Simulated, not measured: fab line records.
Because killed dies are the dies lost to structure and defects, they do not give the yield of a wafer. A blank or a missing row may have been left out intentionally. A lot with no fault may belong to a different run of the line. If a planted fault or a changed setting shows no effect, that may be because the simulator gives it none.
Matching of chambers	flow nand-harc	NHARC_A_STAIRCASE_DESCUM_291 on rie-diel-04: 4 sister chambers
The step chemistry O2, time 3 s. 16 wafers are shown with their chamber, then 8 later ones without.

WAFERS PAIRED WITH THEIR CHAMBERS
wafer	chamber	drypump-motor-current-A (A)	showerhead-plenum-p-Torr (Torr)	oes-product-au (a.u.)
L077.1	0	5.7	1.86	1.016
L077.5	1	4.8	2.05	1.005
L077.6	2	5.6	1.89	0.993
L080.3	0	5.7	1.85	1.009
L080.5	1	4.8	2.05	0.999
L080.6	0	5.7	1.85	1.004
L083.1	0	5.7	1.85	1.008
L083.5	0	5.7	1.85	1.013
L083.6	1	4.8	2.05	1.006
L085.2	1	4.8	2.04	1.002
L085.4	2	5.6	1.88	0.996
L085.6	1	4.8	2.05	1.005
L086.1	2	5.6	1.88	0.991
L086.2	0	5.7	1.85	0.995
L086.4	3	5.9	2.06	0.992
L087.1	1	4.9	2.04	1.002

SIGNATURES (averages over the wafers above)
reading	chamber 0	chamber 1	chamber 2	chamber 3	scatter within a chamber
drypump-motor-current-A	5.700	4.817	5.600	5.900	0.0264
showerhead-plenum-p-Torr	1.8517	2.0467	1.8833	2.0600	0.00486
oes-product-au	1.00750	1.00317	0.99333	0.99200	0.00517
Rule: a wafer lies at a distance from a chamber equal to the root of the sum of squares, over the readings, of (its reading less the chamber's mean, divided by the reading's scatter). If the next closest chamber is less than 2 further off than the closest, the wafer can't be placed; otherwise it belongs to the closest. How the scatter is found: for the shown wafers, subtract from each reading the mean of its chamber, square and add these, divide the total by (wafers less chambers), then take the root.

WAFERS WITH NO CHAMBER GIVEN
wafer	drypump-motor-current-A (A)	showerhead-plenum-p-Torr (Torr)	oes-product-au (a.u.)
L087.5	5.7	1.84	1.003
L087.6	4.8	2.04	1.007
L091.1	4.8	2.04	0.997
L091.2	5.7	1.84	0.997
L091.4	5.5	1.87	0.996
L095.1	4.8	2.03	0.995
L095.2	5.6	1.87	0.988
L095.3	5.9	2.05	1.002

EACH ONE'S CHAMBER
wafer	from the rows above	in truth
L087.5	0	0
L087.6	1	1
L091.1	1	1
L091.2	0	0
L091.4	2	2
L095.1	1	1
L095.2	2	2
L095.3	3	3
Correct placement for 8 of the 8. From these rows, 0 cannot be placed. Placed wrongly: 0.
